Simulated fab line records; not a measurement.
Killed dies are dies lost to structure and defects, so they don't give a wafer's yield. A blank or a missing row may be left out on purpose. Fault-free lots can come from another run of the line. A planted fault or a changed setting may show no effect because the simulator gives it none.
Which tool did it? + flow nandHarc + 36 wafers from 12 lots sampled at 6 of the route's 1159 steps

WHAT EACH GAUGE READ, for each wafer
NHARC_P_ZERO_WELL_INSPECT_43.
| lot  | measured    | on               | rawDefectCount |
|------|-------------|------------------|----------------|
| L271 | day 1 20:09 | defectInspect-02 | 15 20 13       |
| L272 | day 2 01:47 | defectInspect-02 | 10 9 11        |
| L273 | day 2 07:30 | defectInspect-02 | 2 17 9         |
| L274 | day 2 13:35 | defectInspect-01 | 27 7 13        |
| L275 | day 2 19:11 | defectInspect-02 | 22 28 19       |
| L276 | day 3 01:43 | defectInspect-02 | 11 3 9         |
| L277 | day 3 07:26 | defectInspect-02 | 10 5 12        |
| L279 | day 3 20:21 | defectInspect-01 | 8 19 15        |
| L287 | day 5 19:38 | defectInspect-01 | 646 631 619    |
| L288 | day 6 01:25 | defectInspect-01 | 644 629 647    |
| L289 | day 6 07:26 | defectInspect-02 | 22 16 13       |
| L293 | day 7 07:39 | defectInspect-02 | 15 4 7         |

NHARC_P_STI_OCD_MEAS_43.
| lot  | measured    | on     | trenchDepthNm (nm) | trenchFootCdNm (nm) |
|------|-------------|--------|--------------------|---------------------|
| L271 | day 2 17:14 | ocd-01 | 299 304 298        | 152.2 149.8 155.1   |
| L272 | day 2 17:02 | ocd-02 | 302 296 301        | 155.7 160.9 155.7   |
| L273 | day 3 05:03 | ocd-01 | 296 301 301        | 158.1 157.3 155.9   |
| L274 | day 3 05:13 | ocd-02 | 310 302 306        | 153.2 156.4 154.3   |
| L275 | day 3 13:07 | ocd-02 | 302 310 301        | 159.5 155.6 158.8   |
| L276 | day 3 20:25 | ocd-01 | 305 305 300        | 158.1 156.4 155.4   |
| L277 | day 4 00:03 | ocd-01 | 300 296 302        | 157.7 157.8 156.7   |
| L279 | day 4 14:09 | ocd-02 | 302 299 300        | 158.2 155.7 157.9   |
| L287 | day 6 12:52 | ocd-01 | 308 305 304        | 157.8 157.0 156.7   |
| L288 | day 6 18:04 | ocd-01 | 308 302 303        | 154.5 158.1 153.1   |
| L289 | day 7 01:29 | ocd-01 | 300 308 301        | 157.2 153.0 155.4   |
| L293 | day 8 00:17 | ocd-01 | 302 306 305        | 157.7 154.2 157.9   |

NHARC_P_GATE_CD_MEAS_11 targets a cd of 1640 nm.
| lot  | measured    | on       | cdNm (nm)            |
|------|-------------|----------|----------------------|
| L271 | day 4 03:34 | cdSem-02 | 1634.4 1637.1 1639.8 |
| L272 | day 4 03:14 | cdSem-02 | 1641.0 1642.2 1639.2 |
| L273 | day 4 18:46 | cdSem-02 | 1640.5 1638.4 1637.6 |
| L274 | day 4 18:37 | cdSem-01 | 1638.2 1638.9 1637.7 |
| L275 | day 4 23:18 | cdSem-03 | 1639.5 1638.0 1638.4 |
| L276 | day 5 06:34 | cdSem-01 | 1640.6 1640.9 1642.4 |
| L277 | day 5 06:44 | cdSem-02 | 1638.1 1639.0 1640.6 |
| L279 | day 6 04:13 | cdSem-03 | 1638.6 1640.2 1641.4 |
| L287 | day 8 02:44 | cdSem-01 | 1640.0 1636.8 1639.2 |
| L288 | day 8 02:34 | cdSem-02 | 1640.2 1640.3 1636.7 |
| L289 | day 8 19:35 | cdSem-01 | 1639.2 1639.3 1640.7 |
| L293 | day 9 11:31 | cdSem-02 | 1641.0 1639.7 1640.7 |

NHARC_END_SORT_01.
| lot  | measured     | on        | killedAtArray | killedAtOther | killedAtPeriphery | killedDies  | killedOpen | killedShort |
|------|--------------|-----------|---------------|---------------|-------------------|-------------|------------|-------------|
| L287 | day 23 02:52 | prober-01 | 21 22 21      | 0 3 2         | 79 64 99          | 100 89 122  | 3 2 3      | 1 4 2       |
| L288 | day 23 14:46 | prober-01 | 15 35 34      | 0 0 0         | 96 84 89          | 111 119 123 | 4 2 3      | 1 1 0       |

WHAT TOOL EACH LOT RAN ON (gives the tool, then ch and the chambers of the sampled wafers, and finally the start)
| lot  | NHARC_P_ZERO_WELL_STRIP_56        | NHARC_P_ZERO_WELL_RTA_42       |
|------|-----------------------------------|--------------------------------|
| L271 | wetBench-01 ch 1,3,4, day 1 18:23 | rtpAnneal-01 ch 0, day 1 18:49 |
| L272 | wetBench-01 ch 2,3,6, day 2 00:40 | rtpAnneal-01 ch 0, day 2 01:07 |
| L273 | wetBench-01 ch 0,2,3, day 2 06:22 | rtpAnneal-01 ch 0, day 2 06:55 |
| L274 | wetBench-05 ch 3,4,6, day 2 12:29 | rtpAnneal-01 ch 0, day 2 13:01 |
| L275 | wetBench-02 ch 0,4,7, day 2 18:04 | rtpAnneal-02 ch 0, day 2 18:29 |
| L276 | wetBench-01 ch 0,6,7, day 3 00:35 | rtpAnneal-02 ch 0, day 3 01:08 |
| L277 | wetBench-05 ch 1,5,6, day 3 06:19 | rtpAnneal-02 ch 0, day 3 06:52 |
| L279 | wetBench-01 ch 0,2,3, day 3 18:37 | rtpAnneal-02 ch 0, day 3 19:15 |
| L287 | wetBench-05 ch 2,4,7, day 5 18:31 | rtpAnneal-01 ch 0, day 5 18:58 |
| L288 | wetBench-05 ch 0,4,5, day 6 00:19 | rtpAnneal-01 ch 0, day 6 00:44 |
| L289 | wetBench-01 ch 3,5,6, day 6 06:20 | rtpAnneal-02 ch 0, day 6 06:46 |
| L293 | wetBench-01 ch 2,4,7, day 7 06:32 | rtpAnneal-02 ch 0, day 7 06:59 |
- NHARC_P_ZERO_WELL_STRIP_56: strips in SPM, time 840 s.
- NHARC_P_ZERO_WELL_RTA_42: time 300 s.

AS READ BY THE TOOLS THEMSELVES (means over the sampled wafers that have a number; for cases with no such wafer, the mark the record gives instead)
NHARC_P_ZERO_WELL_RTA_42.
| lot  | tool         | lampPowerPct (%) | lamp_zone_1_pct (%) | lamp_zone_3_pct (%) | wafer_temp_C_max |
|------|--------------|------------------|---------------------|---------------------|------------------|
| L271 | rtpAnneal-01 | 33               | 33                  | 33                  | 1105.1           |
| L272 | rtpAnneal-01 | 33               | 33                  | 33                  | 1103.7           |
| L273 | rtpAnneal-01 | 33               | 33                  | 33                  | 1104.8           |
| L274 | rtpAnneal-01 | 33               | 33                  | 33                  | 1104.5           |
| L275 | rtpAnneal-02 | 44               | 44                  | 44                  | 1103.1           |
| L276 | rtpAnneal-02 | 44               | 44                  | 44                  | 1103.8           |
| L277 | rtpAnneal-02 | 44               | 44                  | 44                  | 1102.4           |
| L279 | rtpAnneal-02 | 44               | 44                  | 44                  | 1103.6           |
| L287 | rtpAnneal-01 | 33               | 33                  | 33                  | 1104.2           |
| L288 | rtpAnneal-01 | 33               | 33                  | 33                  | 1105.9           |
| L289 | rtpAnneal-02 | 44               | 44                  | 44                  | 1104.2           |
| L293 | rtpAnneal-02 | 44               | 44                  | 44                  | 1103.6           |

THE ANSWER, worked out from the rows above alone
Rule: what is usual is taken from the lots themselves. Put in order of their means at a reading, lots are off if they are a third of the lots or fewer, leave a main group of 4 or more, and stand apart from it by a gap of 3 or more times the standard deviation of the main group's means; of several such gaps the widest counts. A main group whose means are all the same, to the digits that the tables above print for the reading, isn't used. A lot without any number at a reading at which 4 lots or more have one is off too. The other lots that the step has rows for count as sound. First the gauges in route order, then the tools' own readings, where a lot's mean is used as printed above. At the first step where some lot is off, the reading lying furthest off is the one used; lots without a number count as furthest.
Off: L287, L288, at NHARC_P_ZERO_WELL_INSPECT_43 (rawDefectCount). The main group has a mean of 13 with a standard deviation of 4.7.
If a tool, at a process step before that reading, ran all the lots that are off and no sound lot after the first of them, it fits. Gauges at NHARC_P_ZERO_WELL_INSPECT_43: tried the same way as those tools. Can't be told from this: 3 tools fit, wetBench-05 at NHARC_P_ZERO_WELL_STRIP_56, rtpAnneal-01 at NHARC_P_ZERO_WELL_RTA_42, defectInspect-01 at NHARC_P_ZERO_WELL_INSPECT_43.

WHAT THE SIMULATOR PUT IN
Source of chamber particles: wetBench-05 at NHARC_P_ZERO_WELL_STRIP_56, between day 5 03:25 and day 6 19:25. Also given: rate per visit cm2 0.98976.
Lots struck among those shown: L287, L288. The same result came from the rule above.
